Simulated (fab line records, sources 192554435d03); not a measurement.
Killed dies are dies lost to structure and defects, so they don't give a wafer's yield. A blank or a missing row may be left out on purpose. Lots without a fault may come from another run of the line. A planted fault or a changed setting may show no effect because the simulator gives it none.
Chamber matching | flow n5_finfet | N5_BEOL_M8_ALD_77 on ald_metal-02: 4 sister chambers
The step deposits TaN, target thk 2 nm, pulse time 2 s, purge time 3 s. 20 wafers are shown with their chamber, then 10 later ones without.

WAFERS WITH THEIR CHAMBER
wafer  | chamber | heater_power_w (W)
L127.2 | 1       | 435
L127.3 | 3       | 464
L127.4 | 2       | 439
L135.1 | 1       | 440
L135.3 | 2       | 430
L135.5 | 0       | 410
L141.2 | 3       | 469
L141.3 | 0       | 408
L141.5 | 0       | 401
L143.1 | 0       | 392
L143.2 | 2       | 436
L143.3 | 1       | 435
L142.1 | 3       | 456
L142.2 | 2       | 436
L142.4 | 1       | 445
L145.4 | 2       | 442
L145.5 | 2       | 450
L145.6 | 3       | 467
L148.1 | 0       | 403
L148.2 | 3       | 452

SIGNATURES (means of the wafers above)
reading        | chamber 0 | chamber 1 | chamber 2 | chamber 3 | scatter within a chamber
heater_power_w | 402.80    | 438.75    | 438.83    | 461.60    | 6.66
Rule: a wafer's distance from a chamber is the root of the sum, over the readings, of the square of ((its reading less the chamber's mean) divided by the reading's scatter). The wafer belongs to the nearest chamber; if the next one is less than 2 further off, it can't be placed. The scatter: the root of (the sum of the squares of (reading less its chamber's mean) over the shown wafers, divided by (wafers less chambers)).

WAFERS WITHOUT THEIR CHAMBER
wafer  | heater_power_w (W)
L148.3 | 435
L149.1 | 438
L149.3 | 397
L149.4 | 440
L150.1 | 448
L150.3 | 404
L150.6 | 435
L144.3 | 452
L144.4 | 403
L144.6 | 434

WHICH CHAMBER EACH WENT THROUGH
wafer  | from the rows above          | in truth
L148.3 | can't be placed: 1 or 2      | 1
L149.1 | can't be placed: 1 or 2      | 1
L149.3 | 0                            | 0
L149.4 | can't be placed: 2 or 1      | 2
L150.1 | can't be placed: 2 or 1 or 3 | 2
L150.3 | 0                            | 0
L150.6 | can't be placed: 1 or 2      | 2
L144.3 | can't be placed: 3 or 2 or 1 | 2
L144.4 | 0                            | 0
L144.6 | can't be placed: 1 or 2      | 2
Placed correctly: 3 of 10. Can't be placed from these rows: 7 (the true chamber is among the candidates in 7). Placed wrongly: 0.
